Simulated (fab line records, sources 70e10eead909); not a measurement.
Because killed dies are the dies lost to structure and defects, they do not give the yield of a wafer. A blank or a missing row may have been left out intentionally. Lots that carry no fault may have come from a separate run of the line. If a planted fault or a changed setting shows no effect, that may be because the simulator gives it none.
Chamber matching :: flow nand harc :: NHARC_A_CHANNEL_FILL_D1_ALD_25 on ald hk-04 has 4 sister chambers
The step deposits SiOx, target thk 60 nm, pulse time 10 s, ald cycles 600. 4 wafers are shown with their chamber, then 8 later ones without.

== WAFERS, EACH WITH ITS CHAMBER ==
wafer: L089.3
chamber: 0
heater power w (W): 449

wafer: L090.2
chamber: 2
heater power w (W): 429

wafer: L090.3
chamber: 3
heater power w (W): 551

wafer: L094.1
chamber: 1
heater power w (W): 438

== WAFERS WHOSE CHAMBER IS MISSING ==
wafer: L094.3
heater power w (W): 559

wafer: L094.5
heater power w (W): 439

wafer: L092.1
heater power w (W): 554

wafer: L092.2
heater power w (W): 434

wafer: L092.6
heater power w (W): 561

wafer: L095.4
heater power w (W): 451

wafer: L095.2
heater power w (W): 438

wafer: L095.3
heater power w (W): 574

== EACH ONE'S CHAMBER ==
wafer: L094.3
from the rows above: 3
in truth: 3

wafer: L094.5
from the rows above: can't be placed: 1 or 0 or 2
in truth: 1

wafer: L092.1
from the rows above: 3
in truth: 3

wafer: L092.2
from the rows above: can't be placed: 1 or 2 or 0
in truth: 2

wafer: L092.6
from the rows above: 3
in truth: 3

wafer: L095.4
from the rows above: can't be placed: 0 or 1
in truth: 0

wafer: L095.2
from the rows above: can't be placed: 1 or 2 or 0
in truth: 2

wafer: L095.3
from the rows above: 3
in truth: 3
4 of 8 placed correctly. These rows do not allow placing 4 (true chamber among the candidates in 4). Wrongly placed: 0.
How it was worked out, from the rows above alone: a wafer's distance from a chamber is the root of the sum, over the readings, of the square of ((its reading less the chamber's mean) divided by the reading's scatter). The wafer belongs to the nearest chamber; if the next one is less than 2 further off, it can't be placed. The mean given for a chamber averages the wafers shown for that chamber. The scatter (one wafer shown for each chamber): square how far every hidden wafer sits from the nearest shown wafer, average those squares and take the square root.
